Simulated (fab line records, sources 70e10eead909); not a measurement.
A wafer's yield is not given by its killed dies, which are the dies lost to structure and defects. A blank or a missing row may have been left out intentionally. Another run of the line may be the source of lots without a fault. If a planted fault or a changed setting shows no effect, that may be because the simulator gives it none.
Matching of chambers    flow nand-harc    4 sister chambers for NHARC_P_ZERO_WELL_ETCH_65 on rie-diel-12
The step etches the open film in N2/H2, target depth 80 nm, overetch 24 nm, time 87.88 s. 4 wafers are shown with their chamber, then 10 later ones without.

== WAFERS WITH THEIR CHAMBER ==
wafer   chamber  showerhead-plenum-p-Torr (Torr)
L085.2  0        2.05
L085.5  3        2.01
L089.1  2        2.01
L089.3  1        2.13

== WAFERS MISSING THEIR CHAMBER ==
wafer   showerhead-plenum-p-Torr (Torr)
L089.6  2.01
L093.1  2.12
L093.3  2.00
L093.4  2.04
L094.3  2.04
L094.5  2.00
L094.6  2.01
L095.1  2.00
L095.2  2.01
L095.3  2.12

== WHICH CHAMBER EACH WENT THROUGH ==
wafer   from the rows above      in truth
L089.6  can't be placed: 2 or 3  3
L093.1  1                        1
L093.3  can't be placed: 2 or 3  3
L093.4  0                        0
L094.3  0                        0
L094.5  can't be placed: 2 or 3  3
L094.6  can't be placed: 2 or 3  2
L095.1  can't be placed: 2 or 3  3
L095.2  can't be placed: 2 or 3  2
L095.3  1                        1
4 of 10 placed correctly. Unplaceable from these rows: 6, with the true chamber sitting among the candidates in 6. Wrongly placed: 0.
How it was worked out, from the rows above alone: a wafer's distance from a chamber is the root of the sum, over the readings, of the square of ((its reading less the chamber's mean) divided by the reading's scatter). If the next closest chamber is less than 2 further off than the closest, the wafer can't be placed; otherwise it belongs to the closest. For every chamber, the mean is computed from those of its wafers that are shown. The scatter: with one shown wafer a chamber, the root of the mean of the squares of how far each hidden wafer lies from its nearest shown one.
